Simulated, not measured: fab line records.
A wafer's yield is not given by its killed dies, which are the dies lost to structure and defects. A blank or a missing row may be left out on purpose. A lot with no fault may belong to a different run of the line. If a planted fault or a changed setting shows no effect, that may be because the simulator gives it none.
Matching of chambers || flow nandHarc || NHARC_A_STAIRCASE_DEP_156 on pecvd-03: 3 sister chambers
The step deposits SiNx, target thk 50 nm. 14 wafers are shown with their chamber, then 7 later ones without.

== WAFERS WITH THEIR CHAMBER ==
{"wafer": "L075.1", "chamber": 1, "heaterPowerW (W)": 648}
{"wafer": "L075.2", "chamber": 0, "heaterPowerW (W)": 564}
{"wafer": "L075.3", "chamber": 2, "heaterPowerW (W)": 632}
{"wafer": "L074.3", "chamber": 0, "heaterPowerW (W)": 648}
{"wafer": "L074.4", "chamber": 1, "heaterPowerW (W)": 615}
{"wafer": "L074.5", "chamber": 2, "heaterPowerW (W)": 637}
{"wafer": "L079.1", "chamber": 0, "heaterPowerW (W)": 609}
{"wafer": "L079.3", "chamber": 2, "heaterPowerW (W)": 610}
{"wafer": "L079.6", "chamber": 0, "heaterPowerW (W)": 613}
{"wafer": "L086.1", "chamber": 0, "heaterPowerW (W)": 615}
{"wafer": "L086.2", "chamber": 1, "heaterPowerW (W)": 674}
{"wafer": "L086.6", "chamber": 0, "heaterPowerW (W)": 612}
{"wafer": "L088.3", "chamber": 1, "heaterPowerW (W)": 623}
{"wafer": "L088.4", "chamber": 0, "heaterPowerW (W)": 637}

SIGNATURES (means of the wafers above)
{"reading": "heaterPowerW", "chamber 0": 614.00, "chamber 1": 640.00, "chamber 2": 626.33, "scatter within a chamber": 24.8}
Rule: distance of a wafer from a chamber = root of the sum over the readings of ((wafer's reading minus chamber's mean) / reading's scatter) squared. The wafer belongs to the nearest chamber; if the next one is less than 2 further off, it can't be placed. How the scatter is found: for the shown wafers, subtract from each reading the mean of its chamber, square and add these, divide the total by (wafers less chambers), then take the root.

== WAFERS WITH NO CHAMBER GIVEN ==
{"wafer": "L088.5", "heaterPowerW (W)": 521}
{"wafer": "L093.2", "heaterPowerW (W)": 539}
{"wafer": "L093.5", "heaterPowerW (W)": 564}
{"wafer": "L093.6", "heaterPowerW (W)": 687}
{"wafer": "L096.1", "heaterPowerW (W)": 704}
{"wafer": "L096.3", "heaterPowerW (W)": 654}
{"wafer": "L096.4", "heaterPowerW (W)": 599}

== CHAMBER TAKEN BY EACH ==
{"wafer": "L088.5", "from the rows above": "can't be placed: 0 or 2 or 1", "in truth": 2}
{"wafer": "L093.2", "from the rows above": "can't be placed: 0 or 2 or 1", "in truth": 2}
{"wafer": "L093.5", "from the rows above": "can't be placed: 0 or 2 or 1", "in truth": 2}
{"wafer": "L093.6", "from the rows above": "can't be placed: 1 or 2 or 0", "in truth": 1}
{"wafer": "L096.1", "from the rows above": "can't be placed: 1 or 2 or 0", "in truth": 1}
{"wafer": "L096.3", "from the rows above": "can't be placed: 1 or 2 or 0", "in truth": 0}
{"wafer": "L096.4", "from the rows above": "can't be placed: 0 or 2 or 1", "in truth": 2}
Placed correctly: 0 of 7. Not placeable from these rows: 7 (in 7, the candidates include the true chamber). 0 placed wrongly.
